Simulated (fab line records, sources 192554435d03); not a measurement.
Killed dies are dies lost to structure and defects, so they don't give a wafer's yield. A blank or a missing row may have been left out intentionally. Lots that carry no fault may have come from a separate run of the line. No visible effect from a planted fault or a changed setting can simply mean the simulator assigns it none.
Chamber matching + flow n5-finfet + rie-diel-06 running N5_BEOL_M4_ETCH_77: 4 sister chambers
The step etches underlayer in N2/H2, target depth 6.5 nm, time 5.2 s. 8 wafers are shown with their chamber, then 12 later ones without.

## WAFERS, EACH WITH ITS CHAMBER
| wafer  | chamber | showerhead-plenum-p-Torr (Torr) | drypump-motor-current-A (A) |
|--------|---------|---------------------------------|-----------------------------|
| L079.2 | 0       | 2.66                            | 5.2                         |
| L080.1 | 0       | 2.66                            | 5.2                         |
| L080.3 | 3       | 2.54                            | 5.7                         |
| L080.4 | 3       | 2.53                            | 5.7                         |
| L083.6 | 2       | 2.61                            | 5.6                         |
| L084.3 | 2       | 2.61                            | 5.6                         |
| L084.4 | 1       | 2.70                            | 6.1                         |
| L084.5 | 1       | 2.70                            | 6.0                         |

## WAFERS MISSING THEIR CHAMBER
| wafer  | showerhead-plenum-p-Torr (Torr) | drypump-motor-current-A (A) |
|--------|---------------------------------|-----------------------------|
| L088.2 | 2.65                            | 5.2                         |
| L088.3 | 2.61                            | 5.5                         |
| L088.5 | 2.53                            | 5.7                         |
| L092.2 | 2.69                            | 6.0                         |
| L092.4 | 2.65                            | 5.1                         |
| L092.6 | 2.61                            | 5.6                         |
| L093.2 | 2.65                            | 5.2                         |
| L093.5 | 2.65                            | 5.2                         |
| L093.6 | 2.69                            | 6.0                         |
| L094.1 | 2.69                            | 6.0                         |
| L094.4 | 2.65                            | 5.1                         |
| L094.6 | 2.52                            | 5.6                         |

## THE CHAMBER EACH PASSED THROUGH
| wafer  | from the rows above | in truth |
|--------|---------------------|----------|
| L088.2 | 0                   | 0        |
| L088.3 | 2                   | 2        |
| L088.5 | 3                   | 3        |
| L092.2 | 1                   | 1        |
| L092.4 | 0                   | 0        |
| L092.6 | 2                   | 2        |
| L093.2 | 0                   | 0        |
| L093.5 | 0                   | 0        |
| L093.6 | 1                   | 1        |
| L094.1 | 1                   | 1        |
| L094.4 | 0                   | 0        |
| L094.6 | 3                   | 3        |
Placed correctly: 12 of 12. Can't be placed from these rows: 0. Placed wrongly: 0.
How it was worked out, from the rows above alone: a wafer's distance from a chamber is the root of the sum, over the readings, of the square of ((its reading less the chamber's mean) divided by the reading's scatter). The wafer belongs to the nearest chamber; if the next one is less than 2 further off, it can't be placed. For every chamber, the mean is computed from those of its wafers that are shown. The scatter: take each reading less its chamber's mean, square it, sum over the shown wafers, divide by the number of wafers less the number of chambers, and take the root.
